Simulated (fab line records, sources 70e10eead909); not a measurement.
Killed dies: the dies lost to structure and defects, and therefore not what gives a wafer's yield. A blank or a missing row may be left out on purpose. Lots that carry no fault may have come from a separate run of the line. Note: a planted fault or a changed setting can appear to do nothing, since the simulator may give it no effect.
fab line records -- flow nand-harc
record: lots: 12, wafers: 36, last-day: 26
route steps=1159 shown A_STAIRCASE@726 A_SGD_CUT@763 A_SLIT@780 END@1159
lots that met no fault: taken from a fault-free run of the same line
start-h: start of the lot's first displayed wafer, in hours after the record's first day -- wait-h: hours elapsed since this lot's preceding step -- " repeats the value in the row above -- L1.1+2: one row covering several wafers at once -- - either no value or no given start -- * or withheld: withheld -- < > ~ a bound
route shown NAME@n: a module of which the file shows steps, and the number in the route of the first -- usual: mean and standard deviation over wafers with no fault -- same: alike in all rows -- chamber/n: place in a boat -- sites: readings site by site -- _std_site: standard deviation of those values -- _edge_site: mean of outer sites minus mean of inner sites -- radius-mm: for every site, how far away it sits from the centre of the wafer -- mask NAME#n: copy n -- behind: the last tool/chamber to shape the wafer -- hold: why the lot went on hold/how many hours it stayed there/how the hold came to an end -- device: the n, p or np transistor that did not switch -- end of line: at the end of the route, the tests of the same wafers -- step lacking rows: just its recipe -- killed: the dies lost at the first sort to structure and to defects; this is not the yield of the wafer -- map: a wafer's dies, marking killed ones x, the rest . and places with no die _
set.NAME: the setting that was run; set.NAME@STEP: the one run at that earlier step -- model.NAME: the simulator's own value behind a step, which no gauge read
steps of the route over a sample of lots; a table a step, a row a wafer
services: when a tool's chamber went out of use (start-h, in hours from the record's first day, below 0 if earlier), for how many hours, and the reason
== steps ==
step: NHARC_A_STAIRCASE_DESCUM_443
recipe: time-s: 3, o2-flow-sccm: 200, ar-flow-sccm: 0, bias-power-w: 0, chemistry: O2
usual: drypump-motor-current-A: 5.7/0.59, oes-product-au: 0.994/0.0095, rf-vpp-V: 57.9/0.91, showerhead-plenum-p-Torr: 1.92/0.069, throttle-valve-pct: 11.311/0.0089
lot.wafer,tool,chamber,start-h,wait-h,drypump-motor-current-A,oes-product-au,rf-hours-counter-h,rf-vpp-V,showerhead-plenum-p-Torr,throttle-valve-pct
L526.4,rie-diel-13,1,308.10,-,6.4,0.993,6,57.7,1.93,11.304
L526.3,rie-diel-13,3,308.10,-,5.1,1.010,8,59.6,2.00,11.300
L526.6,rie-diel-13,1,308.10,-,6.4,0.996,-,58.6,1.93,11.321
L528.2,rie-diel-09,3,308.41,-,4.8,0.997,15,59.5,1.93,11.306
L528.3,rie-diel-09,0,308.41,-,5.7,0.999,15,57.1,2.00,11.303
L528.1,rie-diel-09,1,308.41,-,5.8,0.997,17,58.4,1.97,11.310
L525.2,rie-diel-13,2,319.46,-,6.0,0.986,11,58.4,1.97,11.319
L525.6,rie-diel-13,0,319.46,-,6.1,0.994,-,55.3,1.78,11.312
L525.5,rie-diel-13,1,319.46,-,6.4,1.006,-,57.0,1.93,11.310
L533.2,rie-diel-09,3,354.59,-,4.8,0.995,29,59.5,1.93,11.321
L533.1,rie-diel-09,1,354.59,-,5.8,0.993,36,58.9,1.96,11.310
L533.3,rie-diel-09,2,354.59,-,5.7,0.994,37,57.2,1.94,11.314
L531.2,rie-diel-09,1,355.04,-,5.8,0.983,36,57.3,1.96,11.303
L531.1,rie-diel-09,3,355.04,-,4.7,0.991,29,60.2,1.93,11.302
L531.4,rie-diel-09,3,355.04,-,4.7,1.003,-,57.9,1.93,11.314
L540.3,rie-diel-05,2,390.55,-,5.3,0.988,16,59.2,1.93,11.304
L540.2,rie-diel-05,3,390.55,-,6.6,0.997,16,58.2,1.80,11.319
L540.5,rie-diel-05,2,390.55,-,5.3,0.999,-,57.8,1.93,11.314
L544.3,rie-diel-09,3,401.14,-,4.8,1.009,49,58.2,1.92,11.326
L544.1,rie-diel-09,0,401.14,-,5.7,0.995,36,57.9,2.00,11.296
L544.5,rie-diel-09,2,401.14,-,5.7,0.995,-,57.3,1.94,11.326
L543.1,rie-diel-05,3,401.31,-,6.6,0.997,19,58.5,1.80,11.295
L543.6,rie-diel-05,0,401.31,-,6.5,0.990,-,57.8,1.81,11.320
L543.5,rie-diel-05,1,401.31,-,5.2,0.979,-,58.2,1.95,11.308
L545.4,rie-diel-13,3,424.46,-,5.0,1.003,54,58.9,1.98,11.326
L545.3,rie-diel-13,1,424.46,-,6.4,0.991,50,58.7,1.91,11.302
L545.5,rie-diel-13,3,424.46,-,5.0,1.004,-,57.3,1.98,11.318
L546.1,rie-diel-09,1,430.45,-,5.8,0.986,63,56.6,1.96,11.305
L546.2,rie-diel-09,0,430.45,-,5.7,0.986,43,57.4,1.99,11.313
L546.5,rie-diel-09,2,430.45,-,5.8,0.987,-,57.3,1.94,11.315
L547.3,rie-diel-05,2,436.24,-,5.3,1.011,30,57.6,1.92,11.317
L547.2,rie-diel-05,0,436.24,-,6.5,0.989,25,58.8,1.81,11.314
L547.1,rie-diel-05,1,436.24,-,5.2,0.986,31,58.4,1.95,11.312
L548.2,rie-diel-05,0,442.96,-,6.5,0.997,29,56.8,1.81,11.304
L548.3,rie-diel-05,3,442.96,-,6.6,0.994,34,57.6,1.80,11.319
L548.6,rie-diel-05,1,442.96,-,5.2,0.992,-,57.6,1.95,11.303
step: NHARC_A_SGD_CUT_ETCH_59
recipe: target-depth-a: 2600, over-etch-frac: 0.25, time-s: 406.25, ion-energy-ev: 200, n2-flow-sccm: 150, h2-flow-sccm: 150, ar-flow-sccm: 0, rf-w: 400, bias-w: 150, chemistry: N2/H2
usual: drypump-motor-current-A: 5.8/0.42, oes-product-au: 0.999/0.011, rf-vpp-V: 430.1/2.2, showerhead-plenum-p-Torr: 2.03/0.072, throttle-valve-pct: 14.170/0.0091
lot.wafer,tool,chamber,start-h,wait-h,drypump-motor-current-A,oes-product-au,rf-hours-counter-h,rf-vpp-V,showerhead-plenum-p-Torr,throttle-valve-pct
L526.3,rie-diel-07,0,314.25,-,5.8,1.018,6,427.9,1.99,14.162
L526.4,rie-diel-07,1,314.25,-,5.8,1.015,6,427.9,1.89,14.168
L526.6,rie-diel-07,3,314.25,-,6.3,0.995,-,429.1,1.98,14.165
L528.2,rie-diel-10,3,314.68,-,5.6,0.997,13,429.1,2.02,14.168
L528.1,rie-diel-10,0,314.68,-,5.7,1.003,13,430.1,2.01,14.162
L528.3,rie-diel-10,2,314.68,-,6.5,1.010,14,431.9,2.08,14.162
L525.2,rie-diel-10,1,325.60,-,5.2,0.986,14,429.9,1.96,14.161
L525.6,rie-diel-10,1,325.60,-,5.2,0.990,-,428.5,1.96,14.167
L525.5,rie-diel-10,3,325.60,-,5.6,0.996,-,430.9,2.02,14.175
L533.2,rie-diel-07,2,363.01,-,6.2,1.001,10,430.0,1.97,14.171
L533.1,rie-diel-07,3,363.01,-,6.3,0.834,11,430.1,1.98,14.163
L533.3,rie-diel-07,1,363.01,-,5.8,1.015,11,426.3,1.89,14.170
L531.1,rie-diel-07,2,369.56,-,6.1,0.839,12,427.8,1.97,14.177
L531.2,rie-diel-07,3,369.56,-,6.3,0.989,12,427.7,1.98,14.167
L531.4,rie-diel-07,0,369.56,-,5.8,1.010,10,431.1,1.99,14.173
L540.3,rie-diel-02,0,397.26,-,6.0,1.009,5,434.6,2.16,14.176
L540.2,rie-diel-02,3,397.26,-,5.5,1.014,5,432.8,2.10,14.197
L540.5,rie-diel-02,2,397.26,-,5.1,0.999,-,432.6,2.07,14.169
L544.1,rie-diel-02,1,407.44,-,6.3,1.001,2,430.9,2.08,14.169
L544.3,rie-diel-02,3,407.44,-,5.5,0.991,6,430.6,2.10,14.170
L544.5,rie-diel-02,1,407.44,-,6.3,1.001,-,430.9,2.08,14.159
L543.1,rie-diel-02,0,408.09,-,6.0,0.991,6,433.9,2.16,14.160
L543.6,rie-diel-02,1,408.09,-,6.4,0.994,-,432.6,2.08,14.155
L543.5,rie-diel-02,2,408.09,-,5.2,0.982,-,430.6,2.07,14.164
L545.3,rie-diel-02,3,430.50,-,5.5,0.984,7,433.4,2.10,14.174
L545.4,rie-diel-02,1,430.50,-,6.4,1.007,4,431.7,2.08,14.168
L545.5,rie-diel-02,2,430.50,-,5.1,0.989,-,430.5,2.06,14.179
L546.2,rie-diel-10,3,436.70,-,5.7,0.996,8,430.4,2.01,14.149
L546.1,rie-diel-10,0,436.70,-,5.6,1.005,8,429.8,2.01,14.151
L546.5,rie-diel-10,2,436.70,-,6.5,1.002,-,431.0,2.07,14.160
L547.1,rie-diel-10,2,442.51,-,6.5,1.009,9,433.2,2.07,14.171
L547.3,rie-diel-10,3,442.51,-,5.6,0.989,9,429.3,2.01,14.163
L547.2,rie-diel-10,1,442.51,-,5.2,0.990,8,429.1,1.95,14.175
L548.3,rie-diel-10,3,449.53,-,5.6,0.992,9,430.5,2.01,14.187
L548.2,rie-diel-10,2,449.53,-,6.5,0.996,9,430.6,2.07,14.168
L548.6,rie-diel-10,3,449.53,-,5.6,0.988,-,430.1,2.01,14.154
step: NHARC_A_SGD_CUT_ETCH_16
recipe: target-depth-a: 3105, time-s: 155.2, c4f8-flow-sccm: withheld, o2-flow-sccm: 8, ar-flow-sccm: withheld, rf-w: 600, bias-w: 800, chemistry: C4F8/O2/Ar
usual: oes-product-au: 0.969/0.017, rf-vpp-V: 723/3.6
lot.wafer,tool,chamber,start-h,wait-h,oes-product-au,rf-hours-counter-h,rf-vpp-V
L526.3,rie-diel-07,3,-,-,0.933,6,720
L526.4,rie-diel-07,0,-,-,0.969,6,722
L526.6,rie-diel-07,2,-,-,0.946,-,721
L528.1,rie-diel-10,3,-,-,0.985,13,723
L528.2,rie-diel-10,0,-,-,0.989,13,722
L528.3,rie-diel-10,1,-,-,0.961,13,720
L525.2,rie-diel-10,1,-,-,0.955,14,720
L525.5,rie-diel-10,2,-,-,0.982,-,726
L525.6,rie-diel-10,3,-,-,0.969,-,721
L533.2,rie-diel-07,2,-,-,0.991,11,719
L533.1,rie-diel-07,3,-,-,0.979,11,720
L533.3,rie-diel-07,1,-,-,1.002,11,716
L531.1,rie-diel-07,2,-,-,0.982,12,720
L531.2,rie-diel-07,0,-,-,0.988,11,720
L531.4,rie-diel-07,1,-,-,0.979,12,716
L540.3,rie-diel-02,0,-,-,0.968,5,729
L540.2,rie-diel-02,2,-,-,0.978,6,726
L540.5,rie-diel-02,2,-,-,0.968,-,724
L544.1,rie-diel-02,1,-,-,0.970,2,724
L544.3,rie-diel-02,2,-,-,0.966,6,725
L544.5,rie-diel-02,3,-,-,0.963,-,725
L543.1,rie-diel-02,3,-,-,0.943,6,727
L543.5,rie-diel-02,1,-,-,0.958,-,723
L543.6,rie-diel-02,2,-,-,0.953,-,725
L545.3,rie-diel-02,0,-,-,0.966,7,729
L545.4,rie-diel-02,3,-,-,0.957,8,728
L545.5,rie-diel-02,1,-,-,0.988,-,725
L546.1,rie-diel-10,0,-,-,0.951,8,722
L546.2,rie-diel-10,2,-,-,0.976,8,726
L546.5,rie-diel-10,1,-,-,0.953,-,720
L547.3,rie-diel-10,0,-,-,0.965,8,723
L547.2,rie-diel-10,2,-,-,0.981,9,725
L547.1,rie-diel-10,3,-,-,0.964,9,721
L548.3,rie-diel-10,0,-,-,0.957,9,722
L548.2,rie-diel-10,2,-,-,0.941,9,725
L548.6,rie-diel-10,0,-,-,0.957,-,722
step: NHARC_A_SLIT_DEP_00
recipe: target-thk-a: 32000, temp-c: 400, material: aC
usual: throttle-valve-pct: 34.999/0.0092
lot.wafer,tool,chamber,start-h,wait-h,throttle-valve-pct
L526.3,acl-dep-01,0,324.15,-,35.001
L526.4,acl-dep-01,0,324.15,-,34.988
L526.6,acl-dep-01,0,324.15,-,34.992
L528.1,acl-dep-02,0,325.02,-,35.016
L528.2,acl-dep-02,0,325.02,-,34.995
L528.3,acl-dep-02,0,325.02,-,34.994
L525.2,acl-dep-01,0,332.70,-,35.005
L525.5,acl-dep-01,0,332.70,-,34.994
L525.6,acl-dep-01,0,332.70,-,35.003
L533.2,acl-dep-03,0,368.16,-,35.013
L533.3,acl-dep-03,0,368.16,-,34.991
L531.2,acl-dep-01,0,378.63,-,34.999
L531.4,acl-dep-01,0,378.63,-,35.007
L540.2,acl-dep-03,0,405.11,-,35.004
L540.3,acl-dep-03,0,405.11,-,34.997
L540.5,acl-dep-03,0,405.11,-,35.007
L543.1,acl-dep-02,0,418.29,-,34.989
L543.5,acl-dep-02,0,419.56,-,35.000
L543.6,acl-dep-02,0,419.56,-,34.989
L544.1,acl-dep-03,0,419.75,-,34.979
L544.3,acl-dep-03,0,419.75,-,34.995
L544.5,acl-dep-03,0,419.75,-,35.007
L545.3,acl-dep-02,0,438.26,-,35.001
L545.4,acl-dep-02,0,438.26,-,35.013
L545.5,acl-dep-02,0,438.26,-,34.989
L546.1,acl-dep-02,0,444.39,-,34.991
L546.2,acl-dep-02,0,444.39,-,34.999
L546.5,acl-dep-02,0,444.39,-,35.008
L547.1,acl-dep-01,0,450.19,-,34.989
L547.2,acl-dep-01,0,450.19,-,34.999
L547.3,acl-dep-01,0,450.19,-,34.994
L548.2,acl-dep-01,0,457.05,-,35.004
L548.3,acl-dep-01,0,457.05,-,34.997
L548.6,acl-dep-01,0,457.05,-,35.000
step: NHARC_END_SORT_01
recipe: temp-c: 25
usual: killed-at-array: 28/9.1, killed-at-other: 0.6/0.87, killed-at-periphery: 3.4/2.7, killed-dies: 32/9, killed-open: 3.2/1.9, killed-short: 2.0/1.3
same: gross-dies: 677
lot.wafer,tool,chamber,start-h,wait-h,killed-at-array,killed-at-other,killed-at-periphery,killed-dies,killed-open,killed-short
L533.1,prober-02,0,493.99,2.6,658,1,1,660,3,1
L533.2,prober-02,0,494.79,2.8,25,1,4,30,4,1
L533.3,prober-02,0,495.59,3.1,33,1,1,35,2,4
L531.1,prober-02,0,509.88,2.5,660,0,5,665,2,2
L531.2,prober-02,0,510.68,2.8,35,0,9,44,4,1
L531.4,prober-02,0,512.28,3.4,38,1,7,46,7,1
killed by level:class
L533.1 A_SGD_CUT:area-etch=632 A_BONDPAD:chamber-film-flake=7 A_SLIT:chamber-film-flake=5 A_CHANNEL_HOLE_D1:chamber-film-flake=3 A_CONTACT:chamber-film-flake=3 A_CHANNEL_HOLE_D1:geometric-particle:open=2 A_STAIRCASE:chamber-film-flake=2 A_WL_FILL:chamber-film-flake=2
L533.2 A_SLIT:chamber-film-flake=7 A_CHANNEL_HOLE_D1:chamber-film-flake=5 A_BONDPAD:chamber-film-flake=4 A_CONTACT:chamber-film-flake=3 A_WL_FILL:chamber-film-flake=2 P_CONTACT:geometric-particle:open=1 P_M0:geometric-particle:open=1 A_ONON_D1:geometric-particle:short=1
L533.3 A_SLIT:chamber-film-flake=14 A_CONTACT:chamber-film-flake=7 A_CHANNEL_HOLE_D1:chamber-film-flake=3 A_STAIRCASE:chamber-film-flake=3 A_BONDPAD:chamber-film-flake=2 P_CONTACT:geometric-particle:open=1 A_ONON_D1:geometric-particle:short=1 A_CHANNEL_HOLE_D1:geometric-particle:short=1
L531.1 A_SGD_CUT:area-etch=625 A_SLIT:chamber-film-flake=13 A_CHANNEL_HOLE_D1:chamber-film-flake=8 A_CONTACT:chamber-film-flake=8 A_CONTACT:geometric-particle:open=2 P_ZERO_WELL:chamber-film-flake=2 P_BONDPAD:chamber-film-flake=2 A_STAIRCASE:chamber-film-flake=2
L531.2 A_SLIT:chamber-film-flake=17 A_CHANNEL_HOLE_D1:chamber-film-flake=8 A_CONTACT:chamber-film-flake=7 P_GATE:chamber-film-flake=2 P_BONDPAD:chamber-film-flake=2 P_GATE:geometric-particle:open=1 P_CONTACT:geometric-particle:open=1 A_ONON_D1:geometric-particle:open=1
L531.4 A_SLIT:chamber-film-flake=16 A_CHANNEL_HOLE_D1:chamber-film-flake=10 P_ZERO_WELL:chamber-film-flake=5 A_CONTACT:chamber-film-flake=4 A_CONTACT:geometric-particle:open=2 A_STAIRCASE:chamber-film-flake=2 P_CONTACT:geometric-particle:open=1 A_CHANNEL_FILL_D1:geometric-particle:short=1
== services ==
tool,chamber,start-h,hours,kind
acl-dep-01,-,293.48,13.0,pm
acl-dep-03,-,317.37,0.2,repair
rie-diel-10,0,319.42,20.1,repair
rie-diel-02,-,327.70,9.0,pm
rie-diel-05,-,340.63,9.0,pm
acl-dep-02,-,348.98,13.0,pm
rie-diel-09,0,353.62,40.8,repair
rie-diel-09,2,354.77,10.6,repair
rie-diel-07,0,359.57,5.1,repair
rie-diel-02,1,361.99,10.7,repair
rie-diel-09,2,366.19,2.7,repair
rie-diel-10,-,366.32,9.0,pm
rie-diel-02,0,377.88,2.2,repair
rie-diel-05,0,384.98,7.7,repair
rie-diel-05,3,385.22,1.5,repair
rie-diel-07,-,405.23,9.0,pm
acl-dep-03,-,406.75,13.0,pm
acl-dep-01,-,416.95,16.5,repair
rie-diel-09,-,431.95,9.0,pm
rie-diel-13,0,441.82,5.4,repair
rie-diel-05,-,444.68,0.8,repair
rie-diel-10,1,447.99,3.9,repair
rie-diel-13,-,453.17,9.0,pm
rie-diel-02,3,454.41,52.1,repair
== key ==
first-sign: step: NHARC_A_SGD_CUT_ETCH_59, reading: oes-product-au, direction: down, sigmas: 15, usual: 0.999, struck: 0.837
effect: step: NHARC_END_SORT_01, reading: killed-dies, direction: up, sigmas: 70, usual: 32, struck: 662
more-kills-born-at: NHARC_A_SGD_CUT_ETCH_59@rie-diel-07: 1257
met-at NHARC_A_SGD_CUT_ETCH_59
struck-lots L531,L533
struck-wafers L531.1,L533.1
later-rows-left-out L531.1,L533.1
tester-left-out L531,L533
not-acting-at NHARC_A_STAIRCASE_DESCUM_443,NHARC_A_SGD_CUT_ETCH_16,NHARC_A_SLIT_DEP_00
onset-between 314.25 363.01
fault: kind: process-parameter-drift, tool: rie-diel-07, chamber: -, onset-h: 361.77, steps: NHARC_A_SGD_CUT_ETCH_59, channel: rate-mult, offset: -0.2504, shape: step, end-h: 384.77, scope: struck-wafers-only
tester-left-out: of these lots the tester's yield and bins aren't shown, on N5 and GAA mostly nor the transistor test; their killed dies are dies lost to structure and defects alone, not to doping, threshold or leakage, so they don't give the yield
later-rows-left-out: the simulator's readings of these wafers behind a module that went badly wrong aren't trusted and aren't shown, but for the sort
